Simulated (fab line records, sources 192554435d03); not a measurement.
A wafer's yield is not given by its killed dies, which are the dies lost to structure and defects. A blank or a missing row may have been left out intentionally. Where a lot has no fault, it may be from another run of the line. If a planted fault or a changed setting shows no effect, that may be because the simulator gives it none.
fab line records	flow n5-finfet
record: lots: 7	wafers: 39
route steps=1938 shown FIN_SAQP@138 DUMMY_GATE@237 SD_EPI_P@321 SD_ACTIVATION@330 HKMG_FIN@435 GATE_CUT@500
start-h: the number of hours between the record's first day and the start of the first shown wafer of the lot	wait-h: hours since the lot's step before	" same as the row above	L1.1+2: several wafers, shown together as one row	- no value present, or no start provided	* or withheld: withheld	< > ~ a bound
route shown NAME@n: a module of which the file shows steps, and the number in the route of the first	usual: average and standard deviation across the fault-free wafers	same: alike in all rows	chamber/n: place in a boat	sites: readings site by site	_std_site: standard deviation of those values	_edge_site: inner sites' mean taken away from outer sites' mean	radius-mm: how far each site lies from the wafer's centre	mask NAME#n: copy n	behind: the last tool/chamber to shape the wafer	hold: reason for holding the lot/hours on hold/outcome of the hold	device: which transistor (n, p or np) failed to switch	end of line: tests of these same wafers at the route's end	step lacking rows: just its recipe	killed: not the wafer's yield, but the dies lost to structure and defects at the first sort	map: shows each die of a wafer: x if killed, . if not, _ if none is there
set.NAME: the setting that was run; set.NAME@STEP: the one run at that earlier step	model.NAME: the simulator's own value behind a step, which no gauge read
lots run with intentionally changed settings; tables by step, rows by wafer
== steps ==
step: N5_FIN_SAQP_SPACER2_ALD_28
recipe: material: SiO2	target-thk-a: 81	temp-c: 300	ald-precursor-family: BDEAS	ald-co-reactant: O2-plasma	pulse-time-s: 1	purge-time-s: 2	co-reactant-purge-time-s: 2	pressure-torr: 2
lot.wafer	tool	chamber	start-h	wait-h	set.target-thk-a	model.SiO2_of_FIN_SAQP_SPACER2_ALD_28.thk-nm
L075.1+2+5	ald-sin-04	2,1,3	32.96	0.1	81	8.2
L075.3+4+6	"	0,3,0	"	"	84.65	8.6
L078.1+2+6	ald-sin-04	1,2,0	50.02	0.1	89.63	9
L078.3+4+5	"	0,3,1	"	"	81	8.2
L079.1+2+4	ald-sin-03	0,2,1	58.49	0.1	81	8.2
L079.3+5+6	"	3,2,1	"	"	77.24	7.8
L086.2+4+5	ald-sin-04	1,0,1	98.37	0.2	81	8.2
L089.1+2+3+5+6	ald-sin-02	0,2,1,3,0	114.96	0.1	81	8
L089.4	"	3	"	"	81	8.2
L095.1+6	ald-sin-04	0,3	151.28	0.1	81	8.2
L095.2	"	2	"	"	81	8
L095.3+4+5	"	1,3,2	"	"	84.1	8.4
L097.1+2+4	ald-sin-02	0,1,2	162.49	0.1	81	8.2
L097.3+5+6	"	3,2,1	"	"	76.67	7.6
step: N5_FIN_SAQP_SPACER2_ETCHBACK_29
recipe: chemistry: CHF3/O2	mode: anisotropic-etchback	target: SiO2	target-depth-a: 122	time-s: 6.1	pressure-mtorr: 30	source-w: 650	bias-w: 170	Ar_flow_sccm: 200	CHF3_flow_sccm: 50	O2_flow_sccm: 5	ion-energy-ev: 200
step: N5_FIN_SAQP_MANDREL2_REMOVE_60
recipe: chemistry: HBr/Cl2/O2	bt-time-s: 10	target: a-Si	stop-on: SiNx	endpoint: OES-SiCl	over-etch-frac: 1	icp-w: 600	bias-w: 22	HBr_flow_sccm: 150	Cl2_flow_sccm: 80	O2_flow_sccm: 5	pressure-mtorr: 10
lot.wafer	tool	chamber	start-h	wait-h	set.target-thk-a@FIN_SAQP_SPACER2_ALD_28	model.FIN_SAQP.cd-nm
L075.1+2+5	rie-si-01	2,0,1	33.48	0.1	81	8.2
L075.3+6	"	1,2	"	"	84.65	8.6
L075.4	"	3	"	"	84.65	8.8
L078.1+2+6	rie-si-06	3,1,3	50.43	0.1	89.63	9
L078.3+4+5	"	2,0,2	"	"	81	8
L079.1+2+4	rie-si-04	2,0,1	59.08	0.1	81	8.2
L079.3	"	3	"	"	77.24	7.6
L079.5	"	0	"	"	77.24	8
L079.6	"	1	"	"	77.24	7.8
L086.2+4+5	rie-si-06	2,0,0	98.80	0.1	81	8
L089.1+2+3+5+6	rie-si-06	0,3,1,1,2	115.37	0.1	81	8
L089.4	"	2	"	"	81	8.2
L095.1	rie-si-01	3	151.70	0.1	81	8.2
L095.2+6	"	1	"	"	81	8
L095.3	"	2	"	"	84.1	8.6
L095.4+5	"	0,2	"	"	84.1	8.4
L097.1+2+4	rie-si-01	1,3,2	162.90	0.1	81	8.2
L097.3+5+6	"	0,2,3	"	"	76.67	7.8
step: N5_FIN_SAQP_HM_OPEN_33
recipe: chemistry: CH3F/O2	target: SiNx	mask-material: SiO2	target-depth-a: 494	time-s: 70.6	pressure-mtorr: 30	source-w: 395	bias-w: 73	Ar_flow_sccm: 150	CH3F_flow_sccm: 30	O2_flow_sccm: 20	ion-energy-ev: 120	ends: cleared
lot.wafer	tool	chamber	start-h	wait-h	set.target-thk-a@FIN_SAQP_SPACER2_ALD_28	model.FIN_SAQP.cd-nm
L075.1+2+5	rie-diel-03	0,2,3	33.66	0.1	81	8.2
L075.3+6	"	3,2	"	"	84.65	8.6
L075.4	"	0	"	"	84.65	8.8
L078.1+2+6	rie-diel-01	0,3,3	50.59	0.0	89.63	9
L078.3+4+5	"	1,2,0	"	"	81	8
L079.1+4	rie-diel-03	3	59.30	0.1	81	8
L079.2	"	2	"	"	81	8.2
L079.3	"	1	"	"	77.24	7.6
L079.5+6	"	1,2	"	"	77.24	7.8
L086.2+4	rie-diel-01	0,3	99.12	0.2	81	8
L086.5	"	2	"	"	81	8.2
L089.1+2+3+6	rie-diel-01	2,1,3,3	115.53	0.0	81	8
L089.4+5	"	2,1	"	"	81	8.2
L095.1+6	rie-diel-03	0,3	151.85	0.0	81	8.2
L095.2	"	1	"	"	81	8
L095.3	"	3	"	"	84.1	8.6
L095.4+5	"	2,0	"	"	84.1	8.4
L097.1	rie-diel-03	1	163.06	0.0	81	8
L097.2+4	"	3,2	"	"	81	8.2
L097.3+5	"	0,1	"	"	76.67	7.8
L097.6	"	2	"	"	76.67	8
step: N5_FIN_SAQP_ETCH_34
recipe: chemistry: C4F6/O2	target: SiO2	target-depth-a: 450	time-s: 15	ion-energy-ev: 250	pressure-mtorr: 30	source-w: 345	bias-w: 185	Ar_flow_sccm: 300	C4F6_flow_sccm: 10	O2_flow_sccm: 10	ends: cleared
lot.wafer	tool	chamber	start-h	wait-h	set.target-thk-a@FIN_SAQP_SPACER2_ALD_28	model.FIN_SAQP.cd-nm
L075.1+5	rie-diel-03	0,3	33.73	0.0	81	8.2
L075.2	"	2	"	"	81	8
L075.3	"	3	"	"	84.65	8.6
L075.4	"	0	"	"	84.65	8.8
L075.6	"	2	"	"	84.65	8.4
L078.1+2	rie-diel-01	0,3	50.66	0.0	89.63	9
L078.3+5	"	1,0	"	"	81	8
L078.4	"	2	"	"	81	8.2
L078.6	"	3	"	"	89.63	9.2
L079.1+2+4	rie-diel-03	3,2,3	59.37	0.0	81	8
L079.3+6	"	1,2	"	"	77.24	7.6
L079.5	"	1	"	"	77.24	8
L086.2+4	rie-diel-01	0,3	99.19	0.0	81	8
L086.5	"	2	"	"	81	8.2
L089.1+2+3	rie-diel-01	2,1,3	115.60	0.0	81	8
L089.4+5+6	"	2,1,3	"	"	81	8.2
L095.1	rie-diel-03	0	151.92	0.0	81	8.4
L095.2	"	1	"	"	81	8
L095.3+5	"	3,0	"	"	84.1	8.6
L095.4	"	2	"	"	84.1	8.2
L095.6	"	3	"	"	81	8.2
L097.1	rie-diel-03	1	163.13	0.0	81	8.2
L097.2	"	3	"	"	81	8.4
L097.3	"	0	"	"	76.67	8
L097.4	"	2	"	"	81	8
L097.5+6	"	1,2	"	"	76.67	7.8
step: N5_FIN_SAQP_STRIP_77
recipe: chemistry: N2/H2	time-s: 90	power-w: 100	temp-c: 40	pressure-mtorr: 100	rf-frequency-hz: 6e+07	bias-power-w: 3	n2-flow-sccm: 300	h2-flow-sccm: 300
step: N5_FIN_SAQP_ETCH_64
recipe: chemistry: CF4	target: SiO2	target-depth-a: 15	ion-energy-ev: 350	pressure-mtorr: 10	icp-w: 800	bias-w: 400	cf4-flow-sccm: 80
lot.wafer	tool	chamber	start-h	wait-h	set.target-thk-a@FIN_SAQP_SPACER2_ALD_28	model.FIN_SAQP.cd-nm
L075.1+5	rie-si-06	2	33.92	0.0	81	8.2
L075.2	"	1	"	"	81	8
L075.3	"	0	"	"	84.65	8.6
L075.4	"	3	"	"	84.65	8.8
L075.6	"	3	"	"	84.65	8.4
L078.1+2	rie-si-01	3,2	50.85	0.0	89.63	9
L078.3+5	"	1,3	"	"	81	8
L078.4	"	1	"	"	81	8.2
L078.6	"	2	"	"	89.63	9.2
L079.1+2+4	rie-si-06	1,2,0	59.57	0.0	81	8
L079.3	"	3	"	"	77.24	7.4
L079.5	"	2	"	"	77.24	8
L079.6	"	3	"	"	77.24	7.6
L086.2+4	rie-si-04	3,2	99.38	0.0	81	8
L086.5	"	1	"	"	81	8.2
L089.1+2+4+5	rie-si-04	2,0,3,2	115.80	0.0	81	8
L089.3+6	"	1,3	"	"	81	8.2
L095.1	rie-si-04	1	152.12	0.0	81	8.4
L095.2	"	0	"	"	81	8
L095.3+5	"	3,0	"	"	84.1	8.6
L095.4	"	3	"	"	84.1	8.4
L095.6	"	1	"	"	81	8.2
L097.1	rie-si-04	0	163.33	0.0	81	8.2
L097.2	"	1	"	"	81	8.4
L097.3+5+6	"	3,0,1	"	"	76.67	8
L097.4	"	2	"	"	81	8
step: N5_DUMMY_GATE_ETCH_37
recipe: chemistry: N2/H2	target: SOC	target-depth-a: 600	overetch-a: 300	temp-c: 40	ion-energy-ev: 200	pressure-mtorr: 30	source-w: 840	bias-w: 150	n2-flow-sccm: 200	h2-flow-sccm: 200
usual: rf-vpp-V: 524.5/1.8
lot.wafer	tool	chamber	start-h	wait-h	set.source-w	rf-vpp-V
L075.1	rie-diel-04	0	54.90	0.0	840	524.7
L075.2	"	1	"	"	990.8	495.1
L075.3	"	2	"	"	990.8	497.0
L075.4	"	1	"	"	840	522.3
L075.5	"	0	"	"	840	524.4
L075.6	"	2	"	"	990.8	496.2
L078.1	rie-diel-04	1	73.55	0.0	840	523.4
L078.2	"	0	"	"	840	524.6
L078.3	"	2	"	"	840	525.7
L078.4	"	1	"	"	840	523.1
L078.5	"	0	"	"	840	525.4
L078.6	"	2	"	"	840	526.0
L079.1	rie-diel-02	0	78.83	0.0	840	521.1
L079.2	"	2	"	"	840	524.1
L079.3	"	3	"	"	840	526.5
L079.4	"	1	"	"	840	526.5
L079.5	"	1	"	"	840	525.2
L079.6	"	2	"	"	840	523.2
L086.2	rie-diel-05	3	120.68	0.0	840	523.3
L086.4	"	0	"	"	840	526.5
L086.5	"	1	"	"	840	524.2
L089.1	rie-diel-04	0	135.34	0.0	792.2	534.9
L089.2	"	2	"	"	840	523.8
L089.3	"	3	"	"	840	525.0
L089.4	"	3	"	"	792.2	535.5
L089.5	"	0	"	"	840	524.0
L089.6	"	2	"	"	792.2	535.0
L095.1	rie-diel-04	0	174.49	0.0	840	524.9
L095.2	"	1	"	"	840	523.3
L095.3	"	3	"	"	929.1	508.1
L095.4	"	2	"	"	840	524.2
L095.5	"	0	"	"	929.1	506.3
L095.6	"	1	"	"	929.1	505.1
L097.1	rie-diel-05	0	189.16	0.0	840	525.4
L097.2	"	2	"	"	973.3	500.1
L097.3	"	3	"	"	840	522.4
L097.4	"	1	"	"	840	523.4
L097.5	"	2	"	"	973.3	501.5
L097.6	"	3	"	"	973.3	496.5
step: N5_SD_EPI_P_EPI_21
recipe: material: SiGe:B	dopant: B	temp-c: 550	pressure-torr: 20	ambient: H2	time-s: 355
lot.wafer	tool	chamber	start-h	wait-h	set.temp-c	model.SiGe-B_of_SD_EPI_P_EPI_21.thk-nm
L075.1+2+6	epi-rpcvd-02	0	64.03	0.1	550	61.6
L075.3	"	0	"	"	550	61
L075.4	"	0	"	"	550	61.2
L075.5	"	0	"	"	550	61.4
L078.1	epi-rpcvd-02	0	81.71	0.1	546.6	56.4
L078.2+4	"	0	"	"	546.6	56.6
L078.3	"	0	"	"	550	61.2
L078.5	"	0	"	"	550	60.8
L078.6	"	0	"	"	550	61.4
L079.1	epi-rpcvd-01	0	87.01	0.1	552.8	64.8
L079.2	"	0	"	"	550	61
L079.3	"	0	"	"	550	60.6
L079.4	"	0	"	"	550	60.8
L079.5	"	0	"	"	552.8	65.2
L079.6	"	0	"	"	552.8	65.6
L086.2	epi-rpcvd-01	0	130.85	0.5	550	62
L086.4	"	0	"	"	550	62.2
L086.5	"	0	"	"	550	63
L089.1	epi-rpcvd-04	0	143.34	0.1	550	61
L089.2+5	"	0	"	"	551.8	63
L089.3	"	0	"	"	550	60.4
L089.4	"	0	"	"	550	60.6
L089.6	"	0	"	"	551.8	62.6
L095.1+5	epi-rpcvd-04	0	182.52	0.1	550	61
L095.2	"	0	"	"	548.7	58.6
L095.3	"	0	"	"	548.7	58.8
L095.4	"	0	"	"	548.7	59.4
L095.6	"	0	"	"	550	60.6
L097.1	epi-rpcvd-02	0	199.45	0.1	550	61.2
L097.2	"	0	"	"	550	60.2
L097.3	"	0	"	"	548.1	58.4
L097.4	"	0	"	"	548.1	59
L097.5	"	0	"	"	550	59.8
L097.6	"	0	"	"	548.1	58.6
step: N5_SD_EPI_P_HM_STRIP_48
recipe: chemistry: H3PO4	temp-c: 160	material: SiNx	target: SiNx	target-depth-a: 30	overetch-fraction: 0.3
lot.wafer	tool	chamber	start-h	wait-h	set.temp-c@SD_EPI_P_EPI_21	model.SiGe-B_of_SD_EPI_P_EPI_21.thk-nm
L075.1+2	wet-bench-06	1,7	66.26	0.0	550	61.4
L075.3	"	0	"	"	550	60.8
L075.4	"	5	"	"	550	61
L075.5+6	"	6,4	"	"	550	61.2
L078.1+4	wet-bench-03	2,7	83.94	0.0	546.6	56.2
L078.2	"	6	"	"	546.6	56.4
L078.3+6	"	1,0	"	"	550	61
L078.5	"	3	"	"	550	60.6
L079.1	wet-bench-04	6	89.24	0.0	552.8	64.4
L079.2	"	5	"	"	550	60.8
L079.3	"	7	"	"	550	60.2
L079.4	"	0	"	"	550	60.6
L079.5	"	4	"	"	552.8	65
L079.6	"	3	"	"	552.8	65.4
L086.2+4	wet-bench-03	3,5	134.85	2.2	550	61.8
L086.5	"	7	"	"	550	62.6
L089.1	wet-bench-06	3	145.57	0.0	550	60.6
L089.2+5	"	4,2	"	"	551.8	62.6
L089.3	"	0	"	"	550	60.2
L089.4	"	1	"	"	550	60.4
L089.6	"	7	"	"	551.8	62.2
L095.1+5	wet-bench-04	7,1	184.77	0.0	550	60.6
L095.2	"	6	"	"	548.7	58.4
L095.3	"	4	"	"	548.7	58.6
L095.4	"	0	"	"	548.7	59
L095.6	"	5	"	"	550	60.2
L097.1	wet-bench-04	6	201.69	0.0	550	60.8
L097.2	"	5	"	"	550	59.8
L097.3	"	4	"	"	548.1	58.2
L097.4	"	7	"	"	548.1	58.6
L097.5	"	1	"	"	550	59.6
L097.6	"	0	"	"	548.1	58.4
step: N5_SD_EPI_P_SRD_49
recipe: dry: ipa-marangoni	time-s: 30	temp-c: 23	rinse-liquid: diw
step: N5_SD_EPI_P_PRECLEAN_24
recipe: chemistry: O3/DIW	time-s: 45	temp-c: 22	o3-ppm: 10
step: N5_SD_ACTIVATION_RTA_00
recipe: temp-c: 975	time-s: 0	ambient: N2	idle-temp-c: 600	ramp-up-c-per-s: 150	ramp-down-c-per-s: 60	cool-to-c: 600
step: N5_SD_ACTIVATION_LSA_01
recipe: temp-c: 1080	time-s: 0.0008	ambient: N2
step: N5_SD_ACTIVATION_RS_MEAS_03
recipe: thk-meas-gauge: four-point-probe
usual: RS_SD_N: 21.80/0.28	RS_SD_P: 55.9/0.94
lot.wafer	tool	chamber	start-h	wait-h	set.temp-c@SD_EPI_P_EPI_21	RS_SD_N[ohm/sq]	RS_SD_P[ohm/sq]
L075.1	film-metro-01	-	66.83	0.2	550	21.35	56.1
L075.2	"	-	"	"	550	21.51	56.1
L075.3	"	-	"	"	550	21.70	56.3
L075.4	"	-	"	"	550	21.35	56.2
L075.5	"	-	"	"	550	21.47	56.6
L075.6	"	-	"	"	550	21.64	56.4
L078.1	film-metro-02	-	84.51	0.2	546.6	22.01	61.2
L078.2	"	-	"	"	546.6	21.94	60.9
L078.3	"	-	"	"	550	21.73	56.2
L078.4	"	-	"	"	546.6	22.04	61.5
L078.5	"	-	"	"	550	22.01	56.8
L078.6	"	-	"	"	550	21.88	56.5
L079.1	film-metro-02	-	89.81	0.2	552.8	22.06	53.4
L079.2	"	-	"	"	550	21.80	56.7
L079.3	"	-	"	"	550	21.94	57.5
L079.4	"	-	"	"	550	21.78	56.9
L079.5	"	-	"	"	552.8	21.89	52.8
L079.6	"	-	"	"	552.8	21.86	52.2
L086.2	film-metro-01	-	137.22	0.2	550	21.74	54.9
L086.4	"	-	"	"	550	21.64	55.4
L086.5	"	-	"	"	550	21.82	54.7
L089.1	film-metro-02	-	146.66	0.2	550	22.31	56.0
L089.2	"	-	"	"	551.8	22.04	54.3
L089.3	"	-	"	"	550	22.06	56.5
L089.4	"	-	"	"	550	22.02	55.5
L089.5	"	-	"	"	551.8	21.83	53.6
L089.6	"	-	"	"	551.8	21.84	54.3
L095.1	film-metro-02	-	187.63	0.2	550	21.77	55.6
L095.2	"	-	"	"	548.7	21.60	59.1
L095.3	"	-	"	"	548.7	21.57	58.3
L095.4	"	-	"	"	548.7	21.80	58.7
L095.5	"	-	"	"	550	21.54	56.2
L095.6	"	-	"	"	550	21.71	56.2
L097.1	film-metro-02	-	202.39	0.2	550	21.79	56.4
L097.2	"	-	"	"	550	22.13	57.4
L097.3	"	-	"	"	548.1	22.20	58.6
L097.4	"	-	"	"	548.1	22.14	58.7
L097.5	"	-	"	"	550	22.14	57.2
L097.6	"	-	"	"	548.1	21.38	58.3
step: N5_HKMG_FIN_ETCH_32
recipe: chemistry: N2/H2	target: SOC	target-depth-a: 2400	temp-c: 40	time-s: 300	ion-energy-ev: 200	mask-material: SiARC	pressure-mtorr: 30	source-w: 840	bias-w: 150	n2-flow-sccm: 200	h2-flow-sccm: 200
usual: rf-vpp-V: 525.1/2.8
lot.wafer	tool	chamber	start-h	wait-h	set.bias-w	rf-vpp-V	model.SiARC_of_HKMG_FIN_COAT_30.thk-nm
L075.1	rie-diel-01	3	83.66	0.0	150	526.2	20.6
L075.2	"	2	"	"	130.2	483.3	22.8
L075.3	"	1	"	"	150	521.2	21.6
L075.4	"	0	"	"	150	526.8	21.6
L075.5	"	0	"	"	130.2	483.9	24
L075.6	"	1	"	"	130.2	475.1	23.8
L078.1	rie-diel-03	2	101.14	0.0	150	524.2	21
L078.2	"	0	"	"	168.8	566.8	19
L078.3	"	1	"	"	150	526.1	20.4
L078.4	"	3	"	"	168.8	562.7	18.4
L078.5	"	2	"	"	150	523.8	20.8
L078.6	"	1	"	"	168.8	568.3	18.4
L079.1	rie-diel-06	0	108.25	0.0	133.8	489.2	22.8
L079.2	"	2	"	"	150	522.2	21.6
L079.3	"	3	"	"	133.8	483.8	24
L079.4	"	1	"	"	133.8	489.8	22.6
L079.5	"	2	"	"	150	523.2	21.8
L079.6	"	1	"	"	150	525.5	20.6
L086.2	rie-diel-06	2	154.07	0.0	150	522.6	21.6
L086.4	"	0	"	"	150	526.1	20.8
L086.5	"	2	"	"	150	522.5	21.6
L089.1	rie-diel-03	2	163.84	0.0	150	524.5	21
L089.2	"	0	"	"	165.4	559.6	19.6
L089.3	"	3	"	"	165.4	554.6	19
L089.4	"	1	"	"	150	527.1	20.6
L089.5	"	1	"	"	150	526.1	20.8
L089.6	"	0	"	"	165.4	559.1	19.4
L095.1	rie-diel-01	1	205.91	0.0	150	519.5	21.4
L095.2	"	0	"	"	121.9	462.1	24.8
L095.3	"	2	"	"	121.9	462.5	24
L095.4	"	0	"	"	150	526.1	21.4
L095.5	"	1	"	"	121.9	456.6	25
L095.6	"	2	"	"	150	527.9	20.4
L097.1	rie-diel-06	1	218.97	0.0	150	527.7	20.8
L097.2	"	3	"	"	150	528.8	21.8
L097.3	"	2	"	"	150	523.4	21
L097.4	"	0	"	"	150	526.5	21
L097.5	"	3	"	"	150	528.2	22
L097.6	"	0	"	"	150	525.8	21
step: N5_GATE_CUT_CUT_ETCH_53
recipe: chemistry: SF6/Cl2	target: W	mask-material: SiO2	target-depth-a: 792	pressure-mtorr: 8	icp-w: 900	bias-w: 80	SF6_flow_sccm: 40	Cl2_flow_sccm: 60	ends: cleared
usual: etch-rf-on-time-s: 26.3/0.57
lot.wafer	tool	chamber	start-h	wait-h	set.icp-w	etch-rf-on-time-s
L075.1	rie-metal-02	0	93.80	0.1	1033	23.8
L075.2	"	1	"	"	900	26.9
L075.3	"	1	"	"	1033	23.7
L075.4	"	0	"	"	900	26.7
L075.5	"	0	"	"	900	26.9
L075.6	"	1	"	"	1033	23.7
L078.1	rie-metal-02	1	109.67	0.1	900	26.6
L078.2	"	0	"	"	900	26.8
L078.3	"	0	"	"	900	26.6
L078.4	"	1	"	"	900	26.7
L078.5	"	0	"	"	900	26.6
L078.6	"	1	"	"	900	26.5
L079.1	rie-metal-02	0	116.91	0.1	900	26.6
L079.2	"	1	"	"	900	26.5
L079.3	"	0	"	"	900	26.5
L079.4	"	1	"	"	900	26.5
L079.5	"	1	"	"	900	26.3
L079.6	"	0	"	"	900	26.3
L086.2	rie-metal-02	1	162.79	0.1	900	26.6
L086.4	"	1	"	"	900	26.6
L086.5	"	1	"	"	900	26.6
L089.1	rie-metal-03	0	172.44	0.1	992.3	24.4
L089.2	"	1	"	"	900	27.0
L089.3	"	0	"	"	992.3	24.4
L089.4	"	1	"	"	900	27.2
L089.5	"	0	"	"	992.3	24.2
L089.6	"	1	"	"	900	27.2
L095.1	rie-metal-03	1	214.42	0.1	1037	23.8
L095.2	"	0	"	"	900	26.3
L095.3	"	1	"	"	900	27.0
L095.4	"	0	"	"	1037	23.3
L095.5	"	0	"	"	1037	23.5
L095.6	"	1	"	"	900	27.0
L097.1	rie-metal-02	0	227.81	0.1	900	27.2
L097.2	"	1	"	"	900	26.7
L097.3	"	1	"	"	955.5	25.6
L097.4	"	0	"	"	955.5	25.8
L097.5	"	1	"	"	955.5	25.6
L097.6	"	0	"	"	900	26.9
== key ==
split: step: N5_FIN_SAQP_SPACER2_ALD_28	setting: target-thk-a	stated: 81	by: wafer
response: step: N5_FIN_SAQP_SPACER2_ALD_28	reading: model.SiO2_of_FIN_SAQP_SPACER2_ALD_28.thk-nm	change: +0.0826	per: 1%	r: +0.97
response: step: N5_FIN_SAQP_MANDREL2_REMOVE_60	reading: model.FIN_SAQP.cd-nm	change: +0.0921	per: 1%	r: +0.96
response: step: N5_FIN_SAQP_HM_OPEN_33	reading: model.FIN_SAQP.cd-nm	change: +0.0856	per: 1%	r: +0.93
response: step: N5_FIN_SAQP_ETCH_34	reading: model.FIN_SAQP.cd-nm	change: +0.0846	per: 1%	r: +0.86
response: step: N5_FIN_SAQP_ETCH_64	reading: model.FIN_SAQP.cd-nm	change: +0.0838	per: 1%	r: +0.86
split: step: N5_DUMMY_GATE_ETCH_37	setting: source-w	stated: 840	by: wafer
response: step: N5_DUMMY_GATE_ETCH_37	reading: rf-vpp-V	change: -1.58	per: 1%	r: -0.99
split: step: N5_SD_EPI_P_EPI_21	setting: temp-c	stated: 550	by: wafer
response: step: N5_SD_EPI_P_EPI_21	reading: model.SiGe-B_of_SD_EPI_P_EPI_21.thk-nm	change: +7.43	per: 1%	r: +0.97
response: step: N5_SD_EPI_P_HM_STRIP_48	reading: model.SiGe-B_of_SD_EPI_P_EPI_21.thk-nm	change: +7.32	per: 1%	r: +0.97
response: step: N5_SD_ACTIVATION_RS_MEAS_03	reading: RS_SD_P	change: -7.44	per: 1%	r: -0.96
split: step: N5_HKMG_FIN_ETCH_32	setting: bias-w	stated: 150	by: wafer
response: step: N5_HKMG_FIN_ETCH_32	reading: rf-vpp-V	change: +3.33	per: 1%	r: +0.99
response: step: N5_HKMG_FIN_ETCH_32	reading: model.SiARC_of_HKMG_FIN_COAT_30.thk-nm	change: -0.174	per: 1%	r: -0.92
split: step: N5_GATE_CUT_CUT_ETCH_53	setting: icp-w	stated: 900	by: wafer
response: step: N5_GATE_CUT_CUT_ETCH_53	reading: etch-rf-on-time-s	change: *	per: 1%	r: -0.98
